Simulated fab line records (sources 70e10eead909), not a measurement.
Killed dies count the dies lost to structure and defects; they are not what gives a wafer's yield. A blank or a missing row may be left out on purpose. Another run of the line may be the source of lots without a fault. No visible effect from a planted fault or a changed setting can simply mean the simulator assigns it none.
Which tool did it? | flow nand-harc | Sampling: 24 lots, 72 wafers, 6 of 1159 route steps

## WHAT THE GAUGES SHOWED, per wafer
No reading from a measuring or inspecting step in the record can be judged against a usual standard deviation.

## TOOL THAT RAN EACH LOT (tool first, then ch and the chambers of the sampled wafers, then the start)
lot  | NHARC_A_CONTACT_ETCH_132             | NHARC_A_CONTACT_ETCH_88            | NHARC_A_CONTACT_ETCH_138             | NHARC_A_CONTACT_CVD_19                   | NHARC_A_M0_ETCH_15                            | NHARC_A_M0_ANNEAL_30
L076 | har-cap-etch-03 ch 0,1, day 16 22:52 | rie-diel-07 ch 0,1,2, day 17 03:42 | har-cap-etch-02 ch 0,1, day 17 05:32 | cvd-w-01 ch 0,1, day 17 20:10 or earlier | rie-diel-08 ch 0,1,3, day 17 20:10 or earlier | rtp-anneal-02 ch 0, day 17 20:10
L074 | har-cap-etch-02 ch 0,1, day 17 00:05 | rie-diel-05 ch 0,2, day 17 04:20   | har-cap-etch-01 ch 0,1, day 17 06:01 | cvd-w-01 ch 1, day 17 21:35 or earlier   | rie-diel-08 ch 0,1,2, day 17 21:35 or earlier | rtp-anneal-01 ch 0, day 17 21:35
L075 | har-cap-etch-03 ch 0,1, day 17 08:36 | rie-diel-05 ch 1,3, day 17 14:08   | har-cap-etch-02 ch 1, day 17 16:09   | cvd-w-02 ch 0, day 18 01:55 or earlier   | rie-diel-08 ch 0,1,3, day 18 01:55 or earlier | rtp-anneal-02 ch 0, day 18 01:55
L079 | har-cap-etch-01 ch 0,1, day 17 09:40 | rie-diel-13 ch 1,2,3, day 17 15:22 | har-cap-etch-03 ch 0,1, day 17 16:50 | cvd-w-01 ch 0,1, day 18 02:39 or earlier | rie-diel-09 ch 0,1,2, day 18 02:39 or earlier | rtp-anneal-02 ch 0, day 18 02:39
L080 | har-cap-etch-01 ch 1, day 17 17:20   | rie-diel-05 ch 0,1,3, day 17 23:53 | har-cap-etch-02 ch 0,1, day 18 01:24 | cvd-w-02 ch 0,1, day 18 12:25 or earlier | rie-diel-08 ch 2,3, day 18 12:25 or earlier   | rtp-anneal-01 ch 0, day 18 12:25
L077 | har-cap-etch-01 ch 0,1, day 17 23:23 | rie-diel-07 ch 1,2,3, day 18 06:55 | har-cap-etch-03 ch 0,1, day 18 08:25 | cvd-w-01 ch 0,1, day 18 18:27 or earlier | rie-diel-08 ch 1,2,3, day 18 18:27 or earlier | rtp-anneal-01 ch 0, day 18 18:27
L081 | har-cap-etch-01 ch 0,1, day 18 07:36 | rie-diel-05 ch 0,1,2, day 18 12:44 | har-cap-etch-01 ch 0,1, day 18 14:19 | cvd-w-01 ch 0,1, day 19 07:40 or earlier | rie-diel-03 ch 0,1,2, day 19 07:40 or earlier | rtp-anneal-02 ch 0, day 19 07:40
L078 | har-cap-etch-02 ch 0,1, day 18 08:26 | rie-diel-05 ch 0,2, day 18 13:59   | har-cap-etch-02 ch 0,1, day 18 15:28 | cvd-w-01 ch 0,1, day 18 18:39            | rie-diel-03 ch 2,3, day 19 08:04 or earlier   | rtp-anneal-02 ch 0, day 19 08:04
L082 | har-cap-etch-03 ch 0,1, day 18 15:22 | rie-diel-05 ch 2,3, day 18 19:34   | har-cap-etch-02 ch 0,1, day 18 21:02 | cvd-w-02 ch 1, day 19 04:50              | rie-diel-03 ch 0,2,3, day 19 14:05 or earlier | rtp-anneal-01 ch 0, day 19 14:05
L083 | har-cap-etch-03 ch 0,1, day 19 06:01 | rie-diel-05 ch 0,2,3, day 19 10:31 | har-cap-etch-01 ch 0,1, day 19 11:58 | cvd-w-02 ch 0,1, day 20 06:22 or earlier | rie-diel-08 ch 0,2,3, day 20 06:22 or earlier | rtp-anneal-01 ch 0, day 20 06:22
L084 | har-cap-etch-03 ch 0,1, day 19 19:25 | rie-diel-07 ch 0,1,3, day 20 03:00 | har-cap-etch-02 ch 0, day 20 04:36   | cvd-w-01 ch 0,1, day 20 15:10 or earlier | rie-diel-03 ch 1,2,3, day 20 15:10 or earlier | rtp-anneal-02 ch 0, day 20 15:10
L086 | har-cap-etch-02 ch 0,1, day 19 22:27 | rie-diel-05 ch 1,2,3, day 20 05:24 | har-cap-etch-01 ch 0,1, day 20 07:09 | cvd-w-02 ch 0,1, day 20 17:59 or earlier | rie-diel-03 ch 0,1,3, day 20 17:59 or earlier | rtp-anneal-01 ch 0, day 20 17:59
L085 | har-cap-etch-02 ch 0,1, day 20 02:20 | rie-diel-13 ch 0,1,3, day 20 09:19 | har-cap-etch-03 ch 0,1, day 20 11:13 | cvd-w-02 ch 0,1, day 20 20:43 or earlier | rie-diel-03 ch 0,1,2, day 20 20:43 or earlier | rtp-anneal-01 ch 0, day 20 20:43
L088 | har-cap-etch-01 ch 0,1, day 20 04:28 | rie-diel-05 ch 0,3, day 20 11:05   | har-cap-etch-01 ch 0,1, day 20 12:52 | cvd-w-02 ch 0,1, day 20 22:41 or earlier | rie-diel-09 ch 1,2,3, day 20 22:41 or earlier | rtp-anneal-02 ch 0, day 20 22:41
L089 | har-cap-etch-03 ch 0,1, day 20 10:05 | rie-diel-05 ch 0,1, day 20 14:19   | har-cap-etch-01 ch 0,1, day 20 15:50 | cvd-w-02 ch 0,1, day 21 08:58 or earlier | rie-diel-09 ch 0,1, day 21 08:58 or earlier   | rtp-anneal-01 ch 0, day 21 08:58
L087 | har-cap-etch-01 ch 0,1, day 20 11:26 | rie-diel-05 ch 0,1,3, day 20 15:52 | har-cap-etch-02 ch 0,1, day 20 17:41 | cvd-w-02 ch 0,1, day 21 17:39 or earlier | rie-diel-09 ch 0,2,3, day 21 17:39 or earlier | rtp-anneal-02 ch 0, day 21 17:39
L090 | har-cap-etch-03 ch 0,1, day 20 12:50 | rie-diel-05 ch 1,2,3, day 20 17:08 | har-cap-etch-01 ch 0,1, day 20 18:38 | cvd-w-02 ch 0,1, day 21 18:17 or earlier | rie-diel-03 ch 0,2,3, day 21 18:17 or earlier | rtp-anneal-01 ch 0, day 21 18:17
L092 | har-cap-etch-02 ch 0,1, day 20 14:58 | rie-diel-07 ch 1,3, day 20 19:17   | har-cap-etch-03 ch 0,1, day 20 20:47 | cvd-w-02 ch 0,1, day 21 18:49 or earlier | rie-diel-09 ch 0,2,3, day 21 18:49 or earlier | rtp-anneal-01 ch 0, day 21 18:49
L093 | har-cap-etch-03 ch 0,1, day 20 17:48 | rie-diel-07 ch 0,1,2, day 20 21:58 | har-cap-etch-01 ch 0,1, day 20 23:40 | cvd-w-01 ch 0,1, day 21 18:55 or earlier | rie-diel-08 ch 1,2, day 21 18:55 or earlier   | rtp-anneal-02 ch 0, day 21 18:55
L091 | har-cap-etch-02 ch 0,1, day 20 19:22 | rie-diel-13 ch 0,2,3, day 20 23:53 | har-cap-etch-02 ch 0,1, day 21 01:22 | cvd-w-01 ch 0,1, day 21 19:07 or earlier | rie-diel-03 ch 0,1,2, day 21 19:07 or earlier | rtp-anneal-02 ch 0, day 21 19:07
L095 | har-cap-etch-02 ch 1, day 21 17:50   | rie-diel-05 ch 2,3, day 21 22:09   | har-cap-etch-03 ch 0, day 21 23:37   | cvd-w-01 ch 0,1, day 22 09:16 or earlier | rie-diel-08 ch 0,2,3, day 22 09:16 or earlier | rtp-anneal-02 ch 0, day 22 09:16
L096 | har-cap-etch-01 ch 0,1, day 21 23:22 | rie-diel-05 ch 0,2,3, day 22 03:40 | har-cap-etch-02 ch 0,1, day 22 05:08 | cvd-w-02 ch 0,1, day 22 18:02 or earlier | rie-diel-03 ch 0,1,3, day 22 18:02 or earlier | rtp-anneal-02 ch 0, day 22 18:02
L094 | har-cap-etch-01 ch 0,1, day 22 04:14 | rie-diel-05 ch 0,2, day 22 08:16   | har-cap-etch-01 ch 0,1, day 22 09:45 | cvd-w-01 ch 0,1, day 22 23:29 or earlier | rie-diel-09 ch 1,2,3, day 22 23:29 or earlier | rtp-anneal-02 ch 0, day 22 23:29
L097 | har-cap-etch-03 ch 0,1, day 22 07:46 | rie-diel-05 ch 0,2,3, day 22 12:04 | har-cap-etch-02 ch 0,1, day 22 13:49 | cvd-w-02 ch 0,1, day 23 02:49 or earlier | rie-diel-03 ch 0,2,3, day 23 02:49 or earlier | rtp-anneal-01 ch 0, day 23 02:49
- NHARC_A_CONTACT_ETCH_132: etches the open film in C4F8/O2/Ar, time 156 s, target depth 958 nm.
- NHARC_A_CONTACT_ETCH_88: etches the open film in CF4, target depth 39 nm, time 65 s.
- NHARC_A_CONTACT_ETCH_138: etches the open film in C4F8/O2/Ar, time 132 s, target depth 1289 nm.
- NHARC_A_CONTACT_CVD_19: deposits W, target thk 300 nm, time 802 s.
- NHARC_A_M0_ETCH_15: etches the open film in C4F8/Ar, target depth 150 nm, overetch 15 nm, time 82.5 s.
- NHARC_A_M0_ANNEAL_30: time 90 s.

## WHAT THE TOOLS THEMSELVES READ (means of the sampled wafers that have a number; where no wafer has one, the mark that the record gives instead)
NHARC_A_CONTACT_ETCH_88.
lot  | tool        | drypump-motor-current-A (A) | oes-product-au (a.u.) | rf-vpp-V (V) | showerhead-plenum-p-Torr (Torr) | throttle-valve-pct (%)
L076 | rie-diel-07 | 6.0                         | 1.009                 | 151.0        | 1.76                            | 13.290
L074 | rie-diel-05 | 5.7                         | 1.010                 | 150.6        | 1.76                            | 13.277
L075 | rie-diel-05 | 5.3                         | 1.000                 | 151.1        | 1.77                            | 13.290
L079 | rie-diel-13 | 5.7                         | 1.003                 | 152.5        | 1.85                            | 13.281
L080 | rie-diel-05 | 5.3                         | 1.004                 | 150.4        | 1.78                            | 13.291
L077 | rie-diel-07 | 5.9                         | 1.013                 | 151.3        | 1.77                            | 13.275
L081 | rie-diel-05 | 5.7                         | 0.999                 | 151.1        | 1.76                            | 13.283
L078 | rie-diel-05 | 6.1                         | 1.003                 | 150.2        | 1.72                            | 13.292
L082 | rie-diel-05 | 5.7                         | 1.000                 | 151.1        | 1.73                            | 13.284
L083 | rie-diel-05 | 5.7                         | 1.007                 | 150.5        | 1.74                            | 13.280
L084 | rie-diel-07 | 6.0                         | 1.003                 | 151.1        | 1.76                            | 13.284
L086 | rie-diel-05 | 5.7                         | 1.001                 | 151.3        | 1.74                            | 13.283
L085 | rie-diel-13 | 5.6                         | 1.000                 | 151.6        | 1.85                            | 13.286
L088 | rie-diel-05 | 5.4                         | 1.004                 | 150.1        | 1.78                            | 13.293
L089 | rie-diel-05 | 5.2                         | 1.000                 | 151.4        | 1.80                            | 13.281
L087 | rie-diel-05 | 5.3                         | 0.991                 | 151.3        | 1.78                            | 13.282
L090 | rie-diel-05 | 5.7                         | 1.006                 | 151.8        | 1.74                            | 13.287
L092 | rie-diel-07 | 5.9                         | 1.006                 | 152.1        | 1.77                            | 13.295
L093 | rie-diel-07 | 6.1                         | 1.002                 | 150.7        | 1.75                            | 13.287
L091 | rie-diel-13 | 5.7                         | 1.006                 | 151.3        | 1.85                            | 13.279
L095 | rie-diel-05 | 6.1                         | 1.012                 | 149.9        | 1.70                            | 13.287
L096 | rie-diel-05 | 5.7                         | 1.010                 | 150.8        | 1.74                            | 13.281
L094 | rie-diel-05 | 5.7                         | 1.019                 | 150.9        | 1.75                            | 13.278
L097 | rie-diel-05 | 5.7                         | 1.004                 | 150.8        | 1.74                            | 13.290

NHARC_A_CONTACT_CVD_19.
lot  | tool     | heater-power-w (W) | throttle-valve-pct (%)
L076 | cvd-w-01 | 436                | 7.89
L074 | cvd-w-01 | 417                | 7.71
L075 | cvd-w-02 | 445                | 8.23
L079 | cvd-w-01 | 437                | 7.99
L080 | cvd-w-02 | 418                | 8.08
L077 | cvd-w-01 | 451                | 8.05
L081 | cvd-w-01 | 438                | 7.97
L078 | cvd-w-01 | 435                | 8.02
L082 | cvd-w-02 | 407                | 7.92
L083 | cvd-w-02 | 419                | 8.04
L084 | cvd-w-01 | 437                | 8.09
L086 | cvd-w-02 | 432                | 8.25
L085 | cvd-w-02 | 434                | 8.11
L088 | cvd-w-02 | 440                | 7.94
L089 | cvd-w-02 | 416                | 8.02
L087 | cvd-w-02 | 429                | 8.19
L090 | cvd-w-02 | 421                | 8.17
L092 | cvd-w-02 | 424                | 8.16
L093 | cvd-w-01 | 427                | 7.80
L091 | cvd-w-01 | 438                | 7.82
L095 | cvd-w-01 | 437                | 7.96
L096 | cvd-w-02 | 418                | 8.09
L094 | cvd-w-01 | 441                | 7.93
L097 | cvd-w-02 | 420                | 8.22

NHARC_A_M0_ETCH_15.
lot  | tool        | oes-product-au (a.u.) | rf-vpp-V (V)
L076 | rie-diel-08 | 0.938                 | 439.9
L074 | rie-diel-08 | 0.961                 | 440.0
L075 | rie-diel-08 | 0.951                 | 440.4
L079 | rie-diel-09 | 0.972                 | 441.7
L080 | rie-diel-08 | 0.937                 | 441.0
L077 | rie-diel-08 | 0.927                 | 440.3
L081 | rie-diel-03 | 0.970                 | 442.8
L078 | rie-diel-03 | 0.960                 | 438.8
L082 | rie-diel-03 | 0.963                 | 440.0
L083 | rie-diel-08 | 0.935                 | 441.0
L084 | rie-diel-03 | 0.969                 | 440.7
L086 | rie-diel-03 | 0.963                 | 441.5
L085 | rie-diel-03 | 0.916                 | 442.7
L088 | rie-diel-09 | 0.954                 | 442.6
L089 | rie-diel-09 | 0.957                 | 441.1
L087 | rie-diel-09 | 0.959                 | 441.4
L090 | rie-diel-03 | 0.924                 | 439.8
L092 | rie-diel-09 | 0.958                 | 441.2
L093 | rie-diel-08 | 0.983                 | 438.9
L091 | rie-diel-03 | 0.961                 | 442.8
L095 | rie-diel-08 | 0.989                 | 440.9
L096 | rie-diel-03 | 0.921                 | 441.7
L094 | rie-diel-09 | 0.910                 | 442.2
L097 | rie-diel-03 | 0.934                 | 440.0

NHARC_A_M0_ANNEAL_30.
lot  | tool          | wafer_temp_C_max
L076 | rtp-anneal-02 | 226.09
L074 | rtp-anneal-01 | 226.21
L075 | rtp-anneal-02 | 225.92
L079 | rtp-anneal-02 | 225.71
L080 | rtp-anneal-01 | 225.94
L077 | rtp-anneal-01 | 226.24
L081 | rtp-anneal-02 | 226.16
L078 | rtp-anneal-02 | 225.70
L082 | rtp-anneal-01 | 226.16
L083 | rtp-anneal-01 | 225.98
L084 | rtp-anneal-02 | 226.22
L086 | rtp-anneal-01 | 226.25
L085 | rtp-anneal-01 | 226.49
L088 | rtp-anneal-02 | 226.37
L089 | rtp-anneal-01 | 226.15
L087 | rtp-anneal-02 | 226.04
L090 | rtp-anneal-01 | 226.21
L092 | rtp-anneal-01 | 226.01
L093 | rtp-anneal-02 | 225.97
L091 | rtp-anneal-02 | 226.18
L095 | rtp-anneal-02 | 226.15
L096 | rtp-anneal-02 | 225.89
L094 | rtp-anneal-02 | 226.07
L097 | rtp-anneal-01 | 226.21

## THE ANSWER, worked out from the rows above alone
Rule: usual is defined by the lots themselves. Put in order of their means at a reading, lots are off if they are a third of the lots or fewer, leave a main group of 4 or more, and stand apart from it by a gap of 3 or more times the standard deviation of the main group's means; of several such gaps the widest counts. Not used: any main group whose means are identical at the precision the tables above print for the reading. Also off: a lot with no number at a reading for which 4 or more lots have one. The other lots that the step has rows for count as sound. First the gauges in route order, then the tools' own readings, where a lot's mean is used as printed above. The first step at which some lot is off is used, and at that step the reading that is off furthest; a lot without a number counts as furthest.
No lot is off at any reading shown: from this, nothing can be told.

## WHAT THE SIMULATOR HAD PUT IN
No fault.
